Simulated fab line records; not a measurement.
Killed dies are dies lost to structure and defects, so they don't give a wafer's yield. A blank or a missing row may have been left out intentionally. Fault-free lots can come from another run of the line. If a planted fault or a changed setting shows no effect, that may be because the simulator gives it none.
Chamber matching ; flow nand-harc ; NHARC_P_M1_PRE_CLEAN_32 on pecvd-04: 3 sister chambers
The step time 12 s. 3 wafers are shown with their chamber, then 8 later ones without.

== WAFERS PAIRED WITH THEIR CHAMBERS ==
wafer;chamber;heater-power-w (W)
L081.3;1;485
L083.5;0;644
L086.1;2;700

== WAFERS WHOSE CHAMBER IS MISSING ==
wafer;heater-power-w (W)
L086.4;575
L086.5;607
L089.3;590
L089.5;602
L089.6;606
L092.1;568
L092.2;655
L092.5;674

== CHAMBER TAKEN BY EACH ==
wafer;from the rows above;in truth
L086.4;can't be placed: 0 or 1 or 2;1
L086.5;can't be placed: 0 or 2 or 1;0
L089.3;can't be placed: 0 or 1 or 2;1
L089.5;can't be placed: 0 or 2 or 1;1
L089.6;can't be placed: 0 or 2 or 1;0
L092.1;can't be placed: 0 or 1 or 2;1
L092.2;can't be placed: 0 or 2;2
L092.5;can't be placed: 2 or 0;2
Correct placement for 0 of the 8. Can't be placed from these rows: 8 (the true chamber is among the candidates in 8). Placed wrongly: 0.
How it was worked out, from the rows above alone: a wafer's distance from a chamber is the root of the sum, over the readings, of the square of ((its reading less the chamber's mean) divided by the reading's scatter). If the next closest chamber is less than 2 further off than the closest, the wafer can't be placed; otherwise it belongs to the closest. A chamber's mean is the mean of its shown wafers. The scatter (one wafer shown for each chamber): square how far every hidden wafer sits from the nearest shown wafer, average those squares and take the square root.
